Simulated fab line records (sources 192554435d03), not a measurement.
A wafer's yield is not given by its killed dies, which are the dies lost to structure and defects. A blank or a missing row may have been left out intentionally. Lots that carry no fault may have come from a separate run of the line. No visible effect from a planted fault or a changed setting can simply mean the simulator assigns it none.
Problem report in the 8D (eight disciplines) form, filled by code | flow n5_finfet | the parts of the form that need people (team, actions taken, sign-off) are left out

## 1. WHAT WENT WRONG
Wafers without a fault read 92.5 s, standard deviation 0.33; run_length_s at N5_BEOL_M10_VIA_ETCH_34 reads a mean of 99.4 s on 3 wafers belonging to 3 lots. That puts it +21 standard deviations away from the usual mean.
The step: etches SiCOH lowk in C4F6/O2, target depth 184.5 nm, time 69.2 s.
First seen on wafer L823.3, day 15 02:13, on rie_diel-02. Wafers with a number at this step in the record: 27, from 10 lots. Rule for "out" (also "out of limits"): further than 4 standard deviations from the usual mean. The other wafers with a number count as sound.

## 2. WHAT IT IS, WHAT IT ISN'T
question                    | is                     | is not
which readings at this step | run_length_s           | C4F6_flow_sccm, drypump_motor_current_A, oes_ar_750_au, oes_product_au, rf_vpp_V, showerhead_plenum_p_Torr, throttle_valve_pct
which lots                  | L823, L825, L826       | L806, L808, L811, L812, L814, L827, L828
which wafers of those lots  | L823.3, L825.3, L826.3 | L823.1, L825.6, L826.1
read on which tools         | rie_diel-02            | rie_diel-01, rie_diel-06
when                        | from day 15 02:13      | up to then (16 sound wafers); but 8 sound wafers of L825, L826, L827, L828 came after

## 3. WHAT RULES OUT EACH SUSPECT
Counting: a tool at a process step up to the reading stays a suspect if it ran every lot that is out. Sound lots after the first of them don't rule it out here, since some wafers of a struck lot are sound.
- rie_metal-02 at N5_BEOL_M10_HM_OPEN_17 (chemistry Cl2/BCl3, target TiN, target depth 20 nm, overetch 6 nm): kept. Ran every lot that is out, first one L823 (day 15 00:46); last sound lot up to then L808 (day 10 13:18).
- rie_diel-02 at N5_BEOL_M10_VIA_ETCH_34 (etches SiCOH lowk in C4F6/O2, target depth 184.5 nm, time 69.2 s): kept. Ran every lot that is out, first one L823 (day 15 02:13); last sound lot up to then L814 (day 11 14:10). Its own run_length_s readings are out on those wafers.
The count leaves rie_diel-02 at N5_BEOL_M10_VIA_ETCH_34 and rie_metal-02 at N5_BEOL_M10_HM_OPEN_17.

## 4. THE CAUSE (what the simulator had put in)
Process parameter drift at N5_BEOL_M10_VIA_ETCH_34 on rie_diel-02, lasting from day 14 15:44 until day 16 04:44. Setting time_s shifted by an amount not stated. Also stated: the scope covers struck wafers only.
This tool is one of the 2 suspects left after counting.

## 5. THE CHAIN OF EFFECTS, in route order
Rows list readings where the struck wafers' mean (over those with a number) sits beyond 3 standard deviations from the usual. Only readings for which the record gives a usual standard deviation are gone through. hours: the time from each lot's start at the first step in this table that gives one to its start at this step, as a median over the lots. sigmas: the change in usual standard deviations.
hours | step                    | reading      | usual  | on struck wafers | change | sigmas
0     | N5_BEOL_M10_VIA_ETCH_34 | run_length_s | 92.5 s | 99.4             | +6.9   | +21
Here are the process steps it includes:
- N5_BEOL_M10_VIA_ETCH_34: etches SiCOH lowk in C4F6/O2, target depth 184.5 nm, time 69.2 s.

## 6. WHAT WOULD HAVE CAUGHT IT SOONER
10 hours passed between the start of the fault at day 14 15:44 and the first reading out of limits in this record, taken at day 15 02:13.
